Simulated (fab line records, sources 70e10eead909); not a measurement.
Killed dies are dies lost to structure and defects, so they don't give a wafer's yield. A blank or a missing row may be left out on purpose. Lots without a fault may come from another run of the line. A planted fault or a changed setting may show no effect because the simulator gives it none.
Which tool did it? | flow nand_harc | 13 lots, 39 wafers sampled, at 6 steps of a route of 1302

WHAT THE GAUGES READ, wafer by wafer
NHARC_A_SOURCE_PLATE_THK_MEAS_09: measures by ellipsometry.
lot  | measured     | on            | thk_nm (nm)
L416 | day 7 09:09  | film_metro-01 | 8.7 9.2 10.1
L417 | day 7 22:57  | film_metro-01 | 10.5 10.2 9.8
L419 | day 8 12:13  | film_metro-02 | 9.9 9.4 8.2
L420 | day 9 06:02  | film_metro-01 | 7.5 9.3 10.7
L421 | day 9 17:39  | film_metro-01 | 9.2 9.7 9.1
L422 | day 9 17:39  | film_metro-02 | 10.1 10.0 11.4
L430 | day 13 06:27 | film_metro-01 | 9.2 10.0 9.1
L428 | day 13 06:27 | film_metro-02 | 11.2 9.5 9.7
L431 | day 14 00:16 | film_metro-01 | 9.3 10.4 9.4
L433 | day 15 01:53 | film_metro-01 | 10.8 9.6 9.5
L435 | day 15 16:45 | film_metro-02 | 9.8 10.1 8.9
L436 | day 16 04:29 | film_metro-02 | 9.4 9.4 9.3
L437 | day 16 08:12 | film_metro-01 | 8.6 10.8 10.1

NHARC_A_ONON_D1_THK_MEAS_08: measures by ellipsometry.
lot  | measured     | on            | thk_nm (nm)
L416 | day 7 23:55  | film_metro-02 | 994 993 992
L417 | day 8 13:37  | film_metro-01 | 1001 997 999
L419 | day 9 02:50  | film_metro-02 | 993 996 995
L420 | day 9 22:56  | film_metro-01 | 987 986 986
L421 | day 10 08:56 | film_metro-01 | 998 999 999
L422 | day 10 08:56 | film_metro-02 | 1002 1002 1000
L430 | day 13 22:05 | film_metro-01 | 1015 1013 1014
L428 | day 13 22:05 | film_metro-02 | 1015 1016 1014
L431 | day 14 14:30 | film_metro-01 | 990 991 992
L433 | day 15 16:33 | film_metro-01 | 1014 1013 1012
L435 | day 16 07:31 | film_metro-01 | 1005 1005 1005
L436 | day 16 19:13 | film_metro-01 | 998 996 998
L437 | day 16 22:52 | film_metro-01 | 1009 1010 1009

NHARC_A_ONON_D1_THK_MEAS_27: measures by ellipsometry.
lot  | measured     | on            | thk_nm (nm)
L416 | day 8 10:31  | film_metro-01 | 1002 1000 1001
L417 | day 9 02:04  | film_metro-01 | 1005 1008 1006
L419 | day 9 13:26  | film_metro-01 | 985 1325 985
L420 | day 10 14:08 | film_metro-01 | 989 990 987
L421 | day 10 21:51 | film_metro-01 | 1350 1011 1011
L422 | day 10 21:50 | film_metro-02 | 1001 1002 1000
L430 | day 14 11:41 | film_metro-01 | 1000 1002 1003
L428 | day 14 11:20 | film_metro-02 | 1005 1008 1007
L431 | day 15 01:10 | film_metro-01 | 1007 1007 1005
L433 | day 16 02:59 | film_metro-01 | 985 986 985
L435 | day 16 18:10 | film_metro-01 | 991 994 991
L436 | day 17 05:51 | film_metro-01 | 1004 1006 1002
L437 | day 17 13:41 | film_metro-02 | 1003 1003 1005

NHARC_END_SORT_01.
lot  | measured     | on        | killed_at_array | killed_at_other | killed_at_periphery | killed_dies | killed_open | killed_short
L416 | day 24 15:23 | prober-02 | 60 63 90        | 0 0 0           | 9 1 4               | 69 64 94    | 2 2 1       | 3 0 1
L419 | day 25 07:05 | prober-01 | 86 667 69       | 0 0 0           | 5 10 2              | 91 677 71   | 3 2 5       | 1 3 0
L420 | day 26 18:16 | prober-01 | 18              | 0               | 3                   | 21          | 4           | 1
L421 | day 26 08:05 | prober-02 | 671 69 66       | 1 1 1           | 5 4 2               | 677 74 69   | 0 2 1       | 3 2 4
L422 | day 26 07:14 | prober-01 | 86 65 85        | 0 1 0           | 5 0 3               | 91 66 88    | 4 1 2       | 4 3 5
L428 | day 30 19:33 | prober-02 | 86 79 63        | 1 1 2           | 0 2 2               | 87 82 67    | 3 4 4       | 1 1 1
L435 | day 33 19:03 | prober-02 | 61 55 40        | 0 0 0           | 4 1 5               | 65 56 45    | 4 2 3       | 6 2 2
L436 | day 33 11:19 | prober-01 | 68 57 65        | 4 2 5           | 3 4 3               | 75 63 73    | 4 6 1       | 1 3 3

WHICH TOOL RAN EACH LOT (tool, then ch and the chambers of the sampled wafers, then the start)
lot  | NHARC_A_ZERO_WELL_RTA_16         | NHARC_A_ONON_D1_DEP_25
L416 | rtp_anneal-02 ch 0, day 7 03:38  | pecvd_onon-04 ch 0, day 8 10:01
L417 | rtp_anneal-01 ch 0, day 7 15:04  | pecvd_onon-04 ch 0, day 9 01:40
L419 | rtp_anneal-01 ch 0, day 8 07:08  | pecvd_onon-04 ch 0, day 9 12:56
L420 | rtp_anneal-02 ch 0, day 8 22:33  | pecvd_onon-02 ch 0, day 10 13:41
L421 | rtp_anneal-02 ch 0, day 9 10:11  | pecvd_onon-04 ch 0, day 10 21:23
L422 | rtp_anneal-02 ch 0, day 9 12:54  | pecvd_onon-02 ch 0, day 10 21:20
L430 | rtp_anneal-01 ch 0, day 12 23:00 | pecvd_onon-03 ch 0, day 14 11:10
L428 | rtp_anneal-01 ch 0, day 12 23:31 | pecvd_onon-03 ch 0, day 14 10:53
L431 | rtp_anneal-01 ch 0, day 13 17:17 | pecvd_onon-04 ch 0, day 15 00:46
L433 | rtp_anneal-02 ch 0, day 14 18:54 | pecvd_onon-03 ch 0, day 16 02:29
L435 | rtp_anneal-02 ch 0, day 15 09:16 | pecvd_onon-04 ch 0, day 16 17:39
L436 | rtp_anneal-02 ch 0, day 15 21:20 | pecvd_onon-04 ch 0, day 17 05:20
L437 | rtp_anneal-01 ch 0, day 16 00:32 | pecvd_onon-04 ch 0, day 17 13:11
- NHARC_A_ZERO_WELL_RTA_16: time 10 s.
- NHARC_A_ONON_D1_DEP_25: target thk 1000 nm.

WHAT THE TOOLS THEMSELVES READ (means of the sampled wafers that have a number; where no wafer has one, the mark that the record gives instead)
NHARC_A_ZERO_WELL_RTA_16.
lot  | tool          | lamp_power_pct (%) | lamp_zone_2_pct (%) | lamp_zone_3_pct (%) | lamp_zone_4_pct (%) | lamp_zone_5_pct (%) | wafer_temp_C_max
L416 | rtp_anneal-02 | 29.75              | 29.75               | 29.71               | 29.76               | 29.76               | 1004.2
L417 | rtp_anneal-01 | 29.25              | 29.23               | 29.25               | 29.27               | 29.27               | 1004.4
L419 | rtp_anneal-01 | 29.21              | 29.24               | 29.22               | 29.18               | 29.24               | 1003.8
L420 | rtp_anneal-02 | 29.73              | 29.70               | 29.77               | 29.71               | 29.70               | 1004.8
L421 | rtp_anneal-02 | 29.78              | 29.77               | 29.75               | 29.72               | 29.75               | 1005.3
L422 | rtp_anneal-02 | 29.73              | 29.74               | 29.77               | 29.77               | 29.74               | 1004.9
L430 | rtp_anneal-01 | 29.27              | 29.25               | 29.23               | 29.23               | 29.22               | 1004.2
L428 | rtp_anneal-01 | 29.21              | 29.26               | 29.26               | 29.24               | 29.24               | 1003.3
L431 | rtp_anneal-01 | 29.17              | 29.16               | 29.17               | 29.16               | 29.17               | 1004.2
L433 | rtp_anneal-02 | 29.76              | 29.74               | 29.76               | 29.76               | 29.75               | 1004.2
L435 | rtp_anneal-02 | 29.74              | 29.72               | 29.75               | 29.72               | 29.75               | 1005.0
L436 | rtp_anneal-02 | 29.75              | 29.76               | 29.77               | 29.72               | 29.77               | 1004.1
L437 | rtp_anneal-01 | 29.24              | 29.22               | 29.22               | 29.24               | 29.23               | 1003.3

THE ANSWER, worked out from the rows above alone
Rule: what is usual is taken from the lots themselves. Put in order of their means at a reading, lots are off if they are a third of the lots or fewer, leave a main group of 4 or more, and stand apart from it by a gap of 3 or more times the standard deviation of the main group's means; of several such gaps the widest counts. A main group whose means are all the same, to the digits that the tables above print for the reading, isn't used. A lot without any number at a reading at which 4 lots or more have one is off too. The other lots that the step has rows for count as sound. The gauges are gone through in route order, then the tools' own readings, and for those a lot's mean is taken as printed above. The first step at which some lot is off is used, and at that step the reading that is off furthest; a lot without a number counts as furthest.
Off: L419, L421, at NHARC_A_ONON_D1_THK_MEAS_27 (thk_nm). The main group: mean 1000 nm, standard deviation 7.2.
A tool fits if, at a process step before that reading, it ran every lot that is off, and no sound lot after the first of them. The gauges at NHARC_A_ONON_D1_THK_MEAS_27 aren't tried: what is off there is off at NHARC_END_SORT_01 too, on other tools, and a gauge's error can't cause that. None of those tried fits.

WHAT THE SIMULATOR HAD PUT IN
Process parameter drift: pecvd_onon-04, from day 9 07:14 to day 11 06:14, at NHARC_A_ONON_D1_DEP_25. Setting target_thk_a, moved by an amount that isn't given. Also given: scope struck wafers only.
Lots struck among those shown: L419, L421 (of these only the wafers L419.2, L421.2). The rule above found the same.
